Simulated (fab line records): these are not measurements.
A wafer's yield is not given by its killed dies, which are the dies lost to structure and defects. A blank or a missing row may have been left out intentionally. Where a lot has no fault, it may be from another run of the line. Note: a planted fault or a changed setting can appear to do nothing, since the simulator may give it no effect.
Struck lot and sound lot, side by side    flow n5_finfet    14 steps out of a route of 1938
Sound: the wafers L757.2, L757.3, L757.4. Struck: wafer L752.4 (left out: L752.1, L752.3 of the same lot, which were not struck); the cause appears at the end.
Each step with rows lists, per side, the tool, then ch with its chambers, then its first start. Under that, the readings that differ: sound wafers    struck wafers    difference of the means    sigmas: that difference in standard deviations of wafers without a fault.
alike: readings with means less than 2 such deviations apart, plus words and numbers identical on both sides. not compared: withheld readings, readings lacking a value on some wafer, bounds such as >300 that could conceal the same value, and numbers that have no deviation in the record and whose values overlap.
Wherever a step has rows on one side only, a row that says differs or no value, or a row with sigmas, the two part there. Numbers that don't overlap but have no deviation are shown without sigmas and don't part them. A reading missing from all wafers of one side parts the sides only when that side holds two or more wafers.

first, 6 steps without rows for these wafers: N5_MIM_BOT_LITHO_EBR_04; N5_MIM_BOT_LITHO_SOFTBAKE_03 (time 90 s); N5_MIM_BOT_LITHO_EXPOSE_05 (exposes mask MIM BOT); N5_MIM_BOT_LITHO_PEB_06; N5_MIM_BOT_LITHO_DEVELOP_07 (develop time 60 s); N5_MIM_BOT_LITHO_HARDBAKE_09 (time 120 s).
N5_MIM_BOT_LITHO_CD_MEAS_08 targets a cd of 3000 nm.
  sound on cd_sem-03 ch 0, day 16 09:35; struck on cd_sem-03 ch 0, day 14 16:17
  alike: cd_nm
N5_MIM_BOT_LITHO_OVL_MEAS_11:
  sound on overlay-01 ch 0, day 16 09:37; struck on overlay-01 ch 0, day 14 16:19
reading           sound     struck  difference  sigmas
MIM_BOT_OVL (nm)  -7 -4 -2  7       +11         +2
N5_MIM_BOT_LITHO_INSPECT_12: inspects for defects (macro).
  struck on defect_inspect-01, day 14 16:20; sound on defect_inspect-01, day 16 09:38
  alike: raw_defect_count
N5_MIM_BOT_LITHO_DESCUM_10: chemistry O2, time 7.9 s.
  sound on rie_diel-06 ch 1,2,3, day 16 09:40; struck on rie_diel-01 ch 1, day 14 16:23
reading                      sound        struck  difference  sigmas
drypump_motor_current_A (A)  5.3 6.8 5.3  4.8     -1.0        -2
  alike: bias_power_w, oes_product_au, rf_vpp_V, showerhead_plenum_p_Torr, throttle_valve_pct
  not compared: rf_hours_counter_h
N5_MIM_BOT_ETCH_ETCH_04: etches SiNx in CF4/O2, target depth 26 nm, time 13 s.
  sound on rie_diel-06 ch 1,2,3, day 16 09:44; struck on rie_diel-01 ch 1, day 14 16:26
reading                      sound        struck  difference  sigmas
drypump_motor_current_A (A)  5.3 6.8 5.4  4.8     -1.0        -2
  alike: O2_flow_sccm, bias_w, oes_product_au, rf_vpp_V, showerhead_plenum_p_Torr, throttle_valve_pct
  not compared: rf_hours_counter_h
N5_MIM_BOT_ETCH_ETCH_03: etches the open film in Cl2/BCl3, target depth 12 nm.
  sound on rie_metal-02 ch 0,1, day 16 09:49; struck on rie_metal-03 ch 1, day 14 16:32
  alike: bias_w, drypump_motor_current_A, oes_product_au, throttle_valve_pct
  not compared: rf_hours_counter_h
N5_MIM_BOT_ETCH_ETCH_00: etches TiN in Cl2/BCl3, target depth 45.5 nm.
  sound on rie_metal-02 ch 0,1, day 16 09:55; struck on rie_metal-03 ch 1, day 14 16:37
reading                   sound              struck  difference  sigmas
bias_w (W)                126.2 125.8 125.6  117.8   -8.1        -21
model.etch.depth_nm (nm)  45.87 46.22 45.91  45.53   -0.47       
  alike: drypump_motor_current_A, oes_product_au, throttle_valve_pct
  not compared: rf_hours_counter_h
N5_MIM_BOT_ETCH_STRIP_01: strips in O2.
  sound on rie_diel-01 ch 1,2,3, day 16 10:03; struck on rie_diel-06 ch 3, day 14 16:46
reading                      sound        struck  difference  sigmas
drypump_motor_current_A (A)  5.5 5.8 4.9  6.8     +1.4        +3
rf_vpp_V (V)                 3.1 2.2 3.0  5.6     +2.8        +2
  alike: oes_product_au, showerhead_plenum_p_Torr, throttle_valve_pct
  not compared: rf_hours_counter_h

== WHERE THEY PART ==
Earliest at N5_MIM_BOT_LITHO_OVL_MEAS_11; latest, in this record, at N5_MIM_BOT_ETCH_STRIP_01.

WHY: whatever the simulator had introduced
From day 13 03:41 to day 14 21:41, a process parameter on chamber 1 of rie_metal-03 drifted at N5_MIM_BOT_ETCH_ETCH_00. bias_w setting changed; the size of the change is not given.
